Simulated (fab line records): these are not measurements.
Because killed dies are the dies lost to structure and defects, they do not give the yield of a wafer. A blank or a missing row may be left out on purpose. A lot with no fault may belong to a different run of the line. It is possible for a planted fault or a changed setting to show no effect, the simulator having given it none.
Chamber matching | flow nand-harc | pecvd-04 running NHARC_P_M0_DEP_32: 3 sister chambers
The step deposits SiCN, target thk 30 nm. 3 wafers are shown with their chamber, then 7 later ones without.

## WAFERS WITH THEIR CHAMBER
wafer  | chamber | heater-power-w (W)
L992.1 | 0       | 700
L993.3 | 1       | 598
L993.4 | 2       | 539

## WAFERS WITH NO CHAMBER GIVEN
wafer  | heater-power-w (W)
L993.6 | 657
L994.1 | 557
L994.2 | 576
L994.4 | 714
L996.2 | 745
L996.3 | 530
L996.4 | 743

## EACH ONE'S CHAMBER
wafer  | from the rows above     | in truth
L993.6 | can't be placed: 0 or 1 | 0
L994.1 | can't be placed: 2 or 1 | 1
L994.2 | can't be placed: 1 or 2 | 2
L994.4 | 0                       | 0
L996.2 | 0                       | 0
L996.3 | can't be placed: 2 or 1 | 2
L996.4 | 0                       | 0
3 of 7 placed correctly. From these rows, 4 cannot be placed; in 4 the true chamber is one of the candidates. Placed wrongly: 0.
How it was worked out, from the rows above alone: a wafer's distance from a chamber is the root of the sum, over the readings, of the square of ((its reading less the chamber's mean) divided by the reading's scatter). If the next closest chamber is less than 2 further off than the closest, the wafer can't be placed; otherwise it belongs to the closest. The mean given for a chamber averages the wafers shown for that chamber. The scatter: with one shown wafer a chamber, the root of the mean of the squares of how far each hidden wafer lies from its nearest shown one.
